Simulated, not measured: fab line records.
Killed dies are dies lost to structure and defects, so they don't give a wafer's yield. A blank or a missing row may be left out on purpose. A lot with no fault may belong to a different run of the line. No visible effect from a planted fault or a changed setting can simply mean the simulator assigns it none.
2 desks, one fault ; flow n5-finfet ; each desk holds nothing but its own numbers, with what lay behind them at the end

== FROM THE METROLOGY DESK ==
What the gauges read, lot by lot, whatever tool the lot ran on: means of the sampled wafers that have a number. The brackets show how far a lot's mean lies from the usual mean; more than 4 standard deviations puts the lot out of limits, marked OUT. It has 11 readings, of which 7 appear: the earliest out of limits, and the ones furthest out on some lot.
Columns: A = MD_CAP_THK at N5_MOL_CONTACT_COAG_THK_MEAS_29, usual 17.92 nm; B = DIBL_P at N5_BEOL_M4_RC_MEAS_101, usual 37 mV/V; C = ION_N at N5_BEOL_M4_RC_MEAS_101, usual 674 uA/um; D = ION_P at N5_BEOL_M4_RC_MEAS_101, usual 459 uA/um; E = SS_N at N5_BEOL_M4_RC_MEAS_101, usual 72.1 mV/dec; F = VT_N at N5_BEOL_M4_RC_MEAS_101, usual 250 mV; G = VT_P at N5_BEOL_M4_RC_MEAS_101, usual -251 mV
lot;first seen here;A;B;C;D;E;F;G
L782;day 6 01:50;17.87;34;660;451;71.3;255;-254
L785;day 6 20:56;18.03;34;669;464;71.9;254;-251
L786;day 7 03:17;17.99;34;670;455;71.3;252;-252
L792;day 8 17:38;22.80 (+44) OUT;40;696;475;72.2;244;-249
L794;day 8 22:08;17.95;38;676;463;72.1;250;-248
L795;day 9 14:55;22.86 (+45) OUT;34;667;461;70.8;252;-251
L798;day 10 01:17;17.93;38;672;457;72.9;248;-251
L800;day 10 18:06;17.71;36;672;454;71.4;251;-256
This desk's finding: out of limits on L792, L795; first on L792, day 8 17:38 (MD_CAP_THK at N5_MOL_CONTACT_COAG_THK_MEAS_29). L782, L785, L786, L794, L798, L800: within limits.

== AT THE TOOL OWNER'S DESK: ald-sin-01 ==
The tool's own readings at N5_GATE_CUT_SAC_CAP_01 (material SiNx, target thk 24 nm, pulse time 1 s, ald cycles 480): means of the sampled wafers that have a number, for each lot that ran on this tool. The brackets show how far a lot's mean lies from the usual mean; more than 4 standard deviations puts the lot out of limits, marked OUT.
Columns: A = heater-power-w at N5_GATE_CUT_SAC_CAP_01, usual 864 W; B = precursor-pulse-height-rel at N5_GATE_CUT_SAC_CAP_01, usual 0.998
lot;first seen here;A;B
L785;day 6 04:43;892;0.985
L786;day 6 11:47;890;1.000
L792;day 7 22:27;904;1.002
L795;day 8 22:56;877;0.972
This desk's finding: nothing out of limits on any of the 4 lots.

== ALL TOGETHER ==
The metrology desk could have raised an alarm at day 8 17:38, on L792, L795.
Nothing out of limits was seen by the tool owner's desk.
Tool owner's desk: L792, L795 on record, inside its limits.
The lots listed all ran N5_GATE_CUT_SAC_CAP_01 on ald-sin-01.

== WHAT THE SIMULATOR HAD PUT IN ==
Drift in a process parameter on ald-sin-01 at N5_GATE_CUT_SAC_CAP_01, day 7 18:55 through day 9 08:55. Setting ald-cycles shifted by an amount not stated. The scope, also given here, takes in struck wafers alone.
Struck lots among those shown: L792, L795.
Per desk, hours elapsed from the start of the fault to the first reading out of limits: for the metrology desk, 23.
